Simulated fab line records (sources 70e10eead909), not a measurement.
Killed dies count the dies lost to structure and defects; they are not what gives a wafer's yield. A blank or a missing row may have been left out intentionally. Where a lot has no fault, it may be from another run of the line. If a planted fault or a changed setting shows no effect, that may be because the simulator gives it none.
Matching of chambers :: flow nand harc :: rie diel-03 running NHARC_A_CONTACT_ETCH_90: 4 sister chambers
The step etches the open film in CH3F/O2, target depth 40 nm, time 85.7 s. 8 wafers are shown with their chamber, then 10 later ones without.

== WAFERS, EACH WITH ITS CHAMBER ==
wafer: L201.6
chamber: 0
drypump motor current A (A): 5.1
showerhead plenum p Torr (Torr): 2.65

wafer: L200.2
chamber: 1
drypump motor current A (A): 6.7
showerhead plenum p Torr (Torr): 2.31

wafer: L200.3
chamber: 0
drypump motor current A (A): 5.1
showerhead plenum p Torr (Torr): 2.65

wafer: L204.1
chamber: 3
drypump motor current A (A): 6.2
showerhead plenum p Torr (Torr): 2.44

wafer: L204.2
chamber: 1
drypump motor current A (A): 6.7
showerhead plenum p Torr (Torr): 2.31

wafer: L204.4
chamber: 2
drypump motor current A (A): 6.1
showerhead plenum p Torr (Torr): 2.27

wafer: L208.2
chamber: 3
drypump motor current A (A): 6.2
showerhead plenum p Torr (Torr): 2.44

wafer: L208.4
chamber: 2
drypump motor current A (A): 6.0
showerhead plenum p Torr (Torr): 2.66

== WAFERS WHOSE CHAMBER IS MISSING ==
wafer: L208.6
drypump motor current A (A): 6.0
showerhead plenum p Torr (Torr): 2.66

wafer: L209.1
drypump motor current A (A): 6.7
showerhead plenum p Torr (Torr): 2.31

wafer: L209.2
drypump motor current A (A): 6.2
showerhead plenum p Torr (Torr): 2.44

wafer: L209.4
drypump motor current A (A): 5.1
showerhead plenum p Torr (Torr): 2.65

wafer: L210.3
drypump motor current A (A): 6.7
showerhead plenum p Torr (Torr): 2.31

wafer: L210.4
drypump motor current A (A): 5.1
showerhead plenum p Torr (Torr): 2.65

wafer: L210.5
drypump motor current A (A): 6.7
showerhead plenum p Torr (Torr): 2.31

wafer: L212.2
drypump motor current A (A): 5.1
showerhead plenum p Torr (Torr): 2.65

wafer: L212.3
drypump motor current A (A): 6.2
showerhead plenum p Torr (Torr): 2.43

wafer: L212.4
drypump motor current A (A): 6.7
showerhead plenum p Torr (Torr): 2.31

== EACH ONE'S CHAMBER ==
wafer: L208.6
from the rows above: 2
in truth: 2

wafer: L209.1
from the rows above: 1
in truth: 1

wafer: L209.2
from the rows above: 3
in truth: 3

wafer: L209.4
from the rows above: 0
in truth: 0

wafer: L210.3
from the rows above: 1
in truth: 1

wafer: L210.4
from the rows above: 0
in truth: 0

wafer: L210.5
from the rows above: 1
in truth: 1

wafer: L212.2
from the rows above: 0
in truth: 0

wafer: L212.3
from the rows above: 3
in truth: 3

wafer: L212.4
from the rows above: 1
in truth: 1
10 of 10 placed correctly. Not placeable from these rows: 0. Wrongly placed: 0.
How it was worked out, from the rows above alone: a wafer's distance from a chamber is the root of the sum, over the readings, of the square of ((its reading less the chamber's mean) divided by the reading's scatter). If the next closest chamber is less than 2 further off than the closest, the wafer can't be placed; otherwise it belongs to the closest. Each chamber's mean is taken over the wafers shown for it. The scatter: take each reading less its chamber's mean, square it, sum over the shown wafers, divide by the number of wafers less the number of chambers, and take the root.
